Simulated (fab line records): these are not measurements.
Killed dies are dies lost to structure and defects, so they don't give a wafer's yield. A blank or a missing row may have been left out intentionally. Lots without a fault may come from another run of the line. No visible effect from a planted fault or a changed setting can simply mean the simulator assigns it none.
Matching of chambers -- flow nand_harc -- 4 sister chambers for NHARC_A_CHANNEL_FILL_D1_ALD_25 on ald_hk-02
The step deposits SiOx, target thk 60 nm, pulse time 10 s, ald cycles 600. 8 wafers are shown with their chamber, then 7 later ones without.

EACH WAFER AND ITS CHAMBER
wafer,chamber,heater_power_w (W),precursor_pulse_height_rel
L623.1,2,474,1.006
L623.3,1,383,1.010
L624.1,2,483,0.978
L627.1,3,478,1.001
L627.4,0,472,1.017
L627.6,3,482,0.980
L630.1,1,397,1.001
L630.4,0,455,1.015

WAFERS WHOSE CHAMBER IS MISSING
wafer,heater_power_w (W),precursor_pulse_height_rel
L630.5,486,1.004
L631.3,466,0.987
L631.4,481,1.004
L631.5,456,1.011
L632.1,457,1.012
L632.4,484,1.009
L632.5,442,0.986

WHICH CHAMBER EACH ONE RAN IN
wafer,from the rows above,in truth
L630.5,can't be placed: 3 or 2 or 0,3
L631.3,can't be placed: 2 or 3 or 0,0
L631.4,can't be placed: 2 or 3 or 0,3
L631.5,0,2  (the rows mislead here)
L632.1,0,0
L632.4,can't be placed: 2 or 3 or 0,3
L632.5,can't be placed: 0 or 2 or 3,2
1 of 7 placed correctly. These rows do not allow placing 5 (true chamber among the candidates in 5). 1 placed wrongly.
How it was worked out, from the rows above alone: a wafer's distance from a chamber is the root of the sum, over the readings, of the square of ((its reading less the chamber's mean) divided by the reading's scatter). If the next closest chamber is less than 2 further off than the closest, the wafer can't be placed; otherwise it belongs to the closest. A chamber's mean is the mean of its shown wafers. How the scatter is found: for the shown wafers, subtract from each reading the mean of its chamber, square and add these, divide the total by (wafers less chambers), then take the root.
